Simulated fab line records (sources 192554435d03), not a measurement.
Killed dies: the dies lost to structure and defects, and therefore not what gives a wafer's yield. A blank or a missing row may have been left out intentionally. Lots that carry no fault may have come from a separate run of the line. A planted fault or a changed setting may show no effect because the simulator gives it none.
A lot that was struck, set against a sound lot -- flow n5_finfet -- 36 out of 1938 route steps
Sound: these wafers, L996.1, L996.2, L996.5. Struck: wafer L107.1 (L107.3, L107.4, from the same lot, were not struck and are left out); the cause is given at the end.
Each step with rows lists, per side, the tool, then ch with its chambers, then its first start. Under that, the readings that differ: sound wafers -- struck wafers -- difference of the means -- sigmas: that difference in standard deviations of wafers without a fault.
alike: a reading whose means differ by less than 2 such deviations, as well as words and numbers matching on both sides. not compared: withheld readings; readings where some wafer has no value; bounds like >300 that might hide an equal value; numbers whose values overlap and for which the record gives no deviation.
A row with sigmas, a row that says differs or no value, or rows on one side alone: a step with any of these is where the two part. Numbers that don't overlap but have no deviation are shown without sigmas and don't part them. A reading that every wafer of one side lacks parts them only if that side has two wafers or more.

first, 8 steps without rows for these wafers: N5_BEOL_M15_SPUTTER_43 (material TaN, target thk 15 nm, time 24.19 s); N5_BEOL_M15_SPUTTER_44 (material Ta, target thk 15 nm, time 24.19 s); N5_BEOL_M15_SPUTTER_45 (material Cu, target thk 100 nm, time 16.67 s); N5_BEOL_M15_ECD_47 (material Cu, target thk 1860 nm); N5_BEOL_M15_ANNEAL_48 (time 90 s); N5_BEOL_M15_CMP_49 (polishes, stops on SiO2, t overpolish 4.9 s, target thk 850 nm); N5_BEOL_M15_PRE_CLEAN_52 (time 15 s); N5_BEOL_M15_DEP_53 (deposits SiCN from 3MS/NH3, target thk 50 nm, time 17.8 s).
N5_PASSIVATION_PECVD_00: deposits SiO2 from SiH4/N2O, target thk 200 nm, time 11.2 s.
  sound on pecvd-04 ch 0,2, day 12 08:58; struck on pecvd-04 ch 1, day 16 18:07
reading,sound,struck,difference,sigmas
model.SiO2_of_PASSIVATION_PECVD_00.thk_nm (nm),200.8 200.6 205.6,146.6,-55.7,
  alike: heater_power_w, showerhead_plenum_p_Torr, showerhead_vpp_V, throttle_valve_pct
then, 26 steps without rows for these wafers: N5_MIM_BOT_DEGAS_01 (time 60 s); N5_MIM_BOT_SPUTTER_00 (material TiN, target thk 35 nm, time 89.7 s); N5_MIM_TOP_ALD_00 (deposits Al2O3, purge time 3 s, co reactant pulse time 3 s); N5_MIM_TOP_ALD_01 (deposits HfO2, target thk 5.6 nm, pulse time 1 s, purge time 3 s); N5_MIM_TOP_ALD_02 (deposits Al2O3, purge time 3 s, co reactant pulse time 3 s); N5_MIM_TOP_DEGAS_04 (time 60 s); N5_MIM_TOP_SPUTTER_03 (material TiN, target thk 35 nm, time 89.7 s); N5_MIM_TOP_LITHO_HMDS_01 (time 60 s); N5_MIM_TOP_LITHO_COAT_02; N5_MIM_TOP_LITHO_EBR_04; N5_MIM_TOP_LITHO_SOFTBAKE_03 (time 90 s); N5_MIM_TOP_LITHO_EXPOSE_05 (exposes mask MIM TOP, target cd 2000 nm); N5_MIM_TOP_LITHO_PEB_06; N5_MIM_TOP_LITHO_DEVELOP_07 (develop time 60 s); N5_MIM_TOP_LITHO_HARDBAKE_09 (time 120 s); N5_MIM_TOP_LITHO_DESCUM_10 (chemistry O2, time 7.9 s); N5_MIM_TOP_ETCH_ETCH_00 (etches TiN in Cl2/BCl3, target depth 38.5 nm); N5_MIM_TOP_ETCH_STRIP_01 (strips in O2); N5_MIM_TOP_ETCH_PECVD_03 (deposits SiNx from SiH4/NH3/N2, target thk 20 nm, time 17.6 s); N5_MIM_BOT_LITHO_HMDS_01 (time 60 s); N5_MIM_BOT_LITHO_COAT_02; N5_MIM_BOT_LITHO_EBR_04; N5_MIM_BOT_LITHO_SOFTBAKE_03 (time 90 s); N5_MIM_BOT_LITHO_EXPOSE_05 (exposes mask MIM BOT); N5_MIM_BOT_LITHO_PEB_06; N5_MIM_BOT_LITHO_DEVELOP_07 (develop time 60 s).
N5_MIM_BOT_ETCH_ETCH_00: etches TiN in Cl2/BCl3, target depth 45.5 nm.
  sound on rie_metal-01 ch 0,1, day 12 13:02; struck on rie_metal-03 ch 1, day 16 22:47
reading,sound,struck,difference,sigmas
oes_product_au (a.u.),0.86 0.89 0.90,0.72,-0.16,-2
model.SiO2_of_PASSIVATION_PECVD_00.thk_nm (nm),198.2 198 203,144,-56,
  alike: bcl3_flow_sccm, drypump_motor_current_A, mfc_cl2_sccm, throttle_valve_pct
  not compared: rf_hours_counter_h

== WHERE THEY PART ==
At N5_MIM_BOT_ETCH_ETCH_00 and nowhere else, as far as this record goes.

WHY: the cause the simulator had injected
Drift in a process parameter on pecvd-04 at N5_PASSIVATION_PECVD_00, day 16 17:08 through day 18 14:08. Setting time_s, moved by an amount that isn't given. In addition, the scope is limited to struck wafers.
